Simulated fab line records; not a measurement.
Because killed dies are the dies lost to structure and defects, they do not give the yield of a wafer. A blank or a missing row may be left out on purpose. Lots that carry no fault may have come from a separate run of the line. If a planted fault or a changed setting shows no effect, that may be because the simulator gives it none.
Which tool is to blame? ; flow nand harc ; 13 lots, 39 wafers sampled, at 6 steps of a route of 1302

== WHAT EACH GAUGE READ, for each wafer ==
NHARC_A_ONON_D1_THK_MEAS_08: measures by ellipsometry. Usual: thk nm 1002 nm, standard deviation 11.
lot;measured;on;thk nm (nm);flag
L266;day 7 18:10;film metro-01;999 1001 1002;
L267;day 8 08:58;film metro-01;985 983 984;
L271;day 10 03:26;film metro-02;1001 1002 1004;
L273;day 10 22:25;film metro-01;1000 1000 1000;
L274;day 11 09:58;film metro-01;1008 1006 1009;
L276;day 12 09:03;film metro-01;993 993 991;
L278;day 12 16:34;film metro-02;1001 1000 1000;
L277;day 12 16:34;film metro-01;1018 1018 1017;
L280;day 13 22:49;film metro-01;990 988 989;
L281;day 14 09:10;film metro-02;1006 1007 1006;
L286;day 15 23:42;film metro-02;1626 1624 1625;OFF
L287;day 16 09:05;film metro-01;985 984 985;
L289;day 17 10:31;film metro-02;1646 1647 1649;OFF

NHARC_A_ONON_D1_INSPECT_32. Usual: raw defect count 76, standard deviation 27.
lot;measured;on;raw defect count;flag
L266;day 8 11:11;defect inspect-02;52 97 69;
L267;day 8 22:40;defect inspect-02;129 125 98;
L271;day 10 18:26;defect inspect-02;34 34 39;
L273;day 11 11:13;defect inspect-01;93 113 94;
L274;day 11 21:42;defect inspect-02;104 58 85;
L276;day 12 21:27;defect inspect-01;45 62 56;
L278;day 13 04:32;defect inspect-02;41 60 53;
L277;day 13 04:31;defect inspect-01;48 40 40;
L280;day 14 10:43;defect inspect-01;78 56 76;
L281;day 14 20:53;defect inspect-01;45 52 66;
L286;day 16 12:02;defect inspect-02;89 108 156;
L287;day 16 22:30;defect inspect-02;87 43 75;
L289;day 18 02:13;defect inspect-01;56 48 78;

NHARC_END_SORT_01. Usual: killed at array 55, standard deviation 19; killed at other 0.8, standard deviation 1.1; killed at periphery 4.0, standard deviation 2.6; killed dies 60, standard deviation 20; killed open 3.4, standard deviation 1.7; killed short 2.6, standard deviation 1.5.
lot;measured;on;killed at array;killed at other;killed at periphery;killed dies;killed open;killed short;flag
L286;day 32 18:13;prober-01;675 672 674;0 0 0;2 5 3;677 677 677;1 3 6;0 2 4;OFF
L289;day 33 23:45;prober-02;675 673 674;0 1 0;2 3 3;677 677 677;1 3 4;4 2 2;OFF

== EACH LOT AND THE TOOL THAT RAN IT (in order: tool; ch and the chambers of the sampled wafers; start) ==
lot;NHARC_P_BONDPAD_DEGAS_25;NHARC_P_BONDPAD_PVD_27;NHARC_A_ONON_D1_DEP_06
L266;pvd sputter-03, day 6 15:22;pvd sputter-03, day 7 17:40 or earlier;pecvd onon-03 ch 0, day 7 17:40
L267;pvd sputter-01, day 7 06:19;pvd sputter-01, day 8 08:30 or earlier;pecvd onon-02 ch 0, day 8 08:30
L271;pvd sputter-01, day 8 21:29;pvd sputter-01, day 10 02:55 or earlier;pecvd onon-02 ch 0, day 10 02:55
L273;pvd sputter-01, day 9 19:08;pvd sputter-01, day 10 22:01 or earlier;pecvd onon-01 ch 0, day 10 22:01
L274;pvd sputter-01, day 10 07:54;pvd sputter-01, day 11 09:30 or earlier;pecvd onon-02 ch 0, day 11 09:30
L276;pvd sputter-01, day 11 06:05;pvd sputter-01, day 12 08:40 or earlier;pecvd onon-02 ch 0, day 12 08:40
L278;pvd sputter-01, day 11 13:55;pvd sputter-01, day 12 16:07 or earlier;pecvd onon-02 ch 0, day 12 16:07
L277;pvd sputter-02, day 11 14:23;pvd sputter-02, day 12 16:10 or earlier;pecvd onon-03 ch 0, day 12 16:10
L280;pvd sputter-01, day 12 18:19;pvd sputter-01, day 13 22:18 or earlier;pecvd onon-02 ch 0, day 13 22:18
L281;pvd sputter-02, day 13 05:30;pvd sputter-02, day 14 08:39 or earlier;pecvd onon-02 ch 0, day 14 08:39
L286;pvd sputter-01, day 14 20:37;pvd sputter-01, day 15 23:11 or earlier;pecvd onon-02 ch 0, day 15 23:11
L287;pvd sputter-02, day 15 06:37;pvd sputter-02, day 16 08:38 or earlier;pecvd onon-01 ch 0, day 16 08:38
L289;pvd sputter-01, day 16 06:39;pvd sputter-01, day 17 10:04 or earlier;pecvd onon-02 ch 0, day 17 10:04
- NHARC_P_BONDPAD_DEGAS_25: time 60 s.
- NHARC_P_BONDPAD_PVD_27: deposits Cu, target thk 30 nm, time 20.49 s.
- NHARC_A_ONON_D1_DEP_06: target thk 1000 nm.

== AS READ BY THE TOOLS THEMSELVES (means over the sampled wafers that have a number; for cases with no such wafer, the mark the record gives instead) ==
NHARC_P_BONDPAD_DEGAS_25. Usual: heater power w 476 W, standard deviation 37.
lot;tool;heater power w (W);flag
L266;pvd sputter-03;410;
L267;pvd sputter-01;468;
L271;pvd sputter-01;471;
L273;pvd sputter-01;467;
L274;pvd sputter-01;476;
L276;pvd sputter-01;462;
L278;pvd sputter-01;470;
L277;pvd sputter-02;525;
L280;pvd sputter-01;451;
L281;pvd sputter-02;506;
L286;pvd sputter-01;473;
L287;pvd sputter-02;510;
L289;pvd sputter-01;470;

NHARC_P_BONDPAD_PVD_27. Usual: throttle valve pct 30.3 %, standard deviation 1.2.
lot;tool;throttle valve pct (%);flag
L266;pvd sputter-03;30.2;
L267;pvd sputter-01;30.1;
L271;pvd sputter-01;30.7;
L273;pvd sputter-01;31.3;
L274;pvd sputter-01;30.3;
L276;pvd sputter-01;30.1;
L278;pvd sputter-01;31.3;
L277;pvd sputter-02;30.5;
L280;pvd sputter-01;30.5;
L281;pvd sputter-02;30.2;
L286;pvd sputter-01;30.3;
L287;pvd sputter-02;29.4;
L289;pvd sputter-01;29.8;

NHARC_A_ONON_D1_DEP_06. Usual: sih4 flow sccm 209.9 sccm, standard deviation 0.68.
lot;tool;sih4 flow sccm (sccm);flag
L266;pecvd onon-03;210.2;
L267;pecvd onon-02;210.3;
L271;pecvd onon-02;209.3;
L273;pecvd onon-01;210.2;
L274;pecvd onon-02;209.9;
L276;pecvd onon-02;210.4;
L278;pecvd onon-02;210.0;
L277;pecvd onon-03;210.6;
L280;pecvd onon-02;210.5;
L281;pecvd onon-02;209.7;
L286;pecvd onon-02;210.3;
L287;pecvd onon-01;209.0;
L289;pecvd onon-02;209.9;

== THE ANSWER, worked out from the rows above alone ==
Rule: a lot is off if the mean of its wafers that have a number lies more than 3 standard deviations from the usual mean. A lot without any number at a reading at which 4 lots or more have one is off too. Any other lot the step has rows for is counted as sound. Order of review: gauges by route order, followed by the tools' own readings, for which a lot's mean as printed above is used. At the first step where some lot is off, the reading lying furthest off is the one used; lots without a number count as furthest.
Off: L286, L289, at NHARC_A_ONON_D1_THK_MEAS_08 (thk nm).
If a tool, at a process step before that reading, ran all the lots that are off and no sound lot after the first of them, it fits. Not tried: the gauges at NHARC_A_ONON_D1_THK_MEAS_08; whatever is off there is also off at NHARC_END_SORT_01, on other tools, and gauge error can't account for it. NHARC_P_BONDPAD_PVD_27: start missing for some lots; hours and lot order therefore follow NHARC_A_ONON_D1_DEP_06. Undecided on this evidence; 2 tools fit (pvd sputter-01 at NHARC_P_BONDPAD_DEGAS_25 and NHARC_P_BONDPAD_PVD_27, pecvd onon-02 at NHARC_A_ONON_D1_DEP_06).

== WHAT HAD BEEN PUT IN BY THE SIMULATOR ==
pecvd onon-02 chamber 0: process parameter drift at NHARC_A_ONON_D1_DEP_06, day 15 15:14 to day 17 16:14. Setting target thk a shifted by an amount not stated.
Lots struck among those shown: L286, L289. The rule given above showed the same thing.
